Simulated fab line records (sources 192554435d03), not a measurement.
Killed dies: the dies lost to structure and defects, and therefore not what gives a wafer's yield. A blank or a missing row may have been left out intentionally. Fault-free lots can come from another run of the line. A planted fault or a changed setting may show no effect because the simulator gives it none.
Matching of chambers + flow n5Finfet + pecvd-01 running N5_BEOL_M8_ILD_DEP_00: 3 sister chambers
The step deposits SiCOH lowk from DEMS/porogen, target thk 179.75 nm, time 33.4 s. 6 wafers are shown with their chamber, then 11 later ones without.

## WAFERS PAIRED WITH THEIR CHAMBERS
| wafer  | chamber | throttleValvePct (%) | heaterPowerOuterW (W) |
|--------|---------|----------------------|-----------------------|
| L084.4 | 1       | 13.8                 | 164                   |
| L083.6 | 2       | 13.1                 | 175                   |
| L091.2 | 0       | 14.4                 | 158                   |
| L091.4 | 2       | 13.3                 | 142                   |
| L091.6 | 0       | 14.6                 | 156                   |
| L090.1 | 1       | 13.7                 | 165                   |

## WAFERS WITH NO CHAMBER GIVEN
| wafer  | throttleValvePct (%) | heaterPowerOuterW (W) |
|--------|----------------------|-----------------------|
| L090.2 | 13.3                 | 166                   |
| L090.5 | 13.7                 | 174                   |
| L092.2 | 13.2                 | 180                   |
| L092.3 | 13.5                 | 169                   |
| L092.6 | 13.2                 | 176                   |
| L094.1 | 13.0                 | 174                   |
| L094.4 | 13.7                 | 160                   |
| L094.6 | 13.2                 | 182                   |
| L096.1 | 13.6                 | 177                   |
| L096.4 | 13.4                 | 176                   |
| L096.5 | 13.8                 | 124                   |

## EACH ONE'S CHAMBER
| wafer  | from the rows above     | in truth |
|--------|-------------------------|----------|
| L090.2 | 2                       | 2        |
| L090.5 | 1                       | 1        |
| L092.2 | 2                       | 2        |
| L092.3 | can't be placed: 1 or 2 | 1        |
| L092.6 | 2                       | 2        |
| L094.1 | 2                       | 2        |
| L094.4 | 1                       | 1        |
| L094.6 | 2                       | 2        |
| L096.1 | 1                       | 1        |
| L096.4 | can't be placed: 2 or 1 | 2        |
| L096.5 | 1                       | 1        |
Placed correctly: 9 of 11. Unplaceable from these rows: 2, with the true chamber sitting among the candidates in 2. Number placed wrongly: 0.
How it was worked out, from the rows above alone: a wafer's distance from a chamber is the root of the sum, over the readings, of the square of ((its reading less the chamber's mean) divided by the reading's scatter). If the next closest chamber is less than 2 further off than the closest, the wafer can't be placed; otherwise it belongs to the closest. For every chamber, the mean is computed from those of its wafers that are shown. The scatter is the square root of a quotient: the sum, over the shown wafers, of each reading's squared deviation from its chamber's mean, divided by wafers minus chambers.
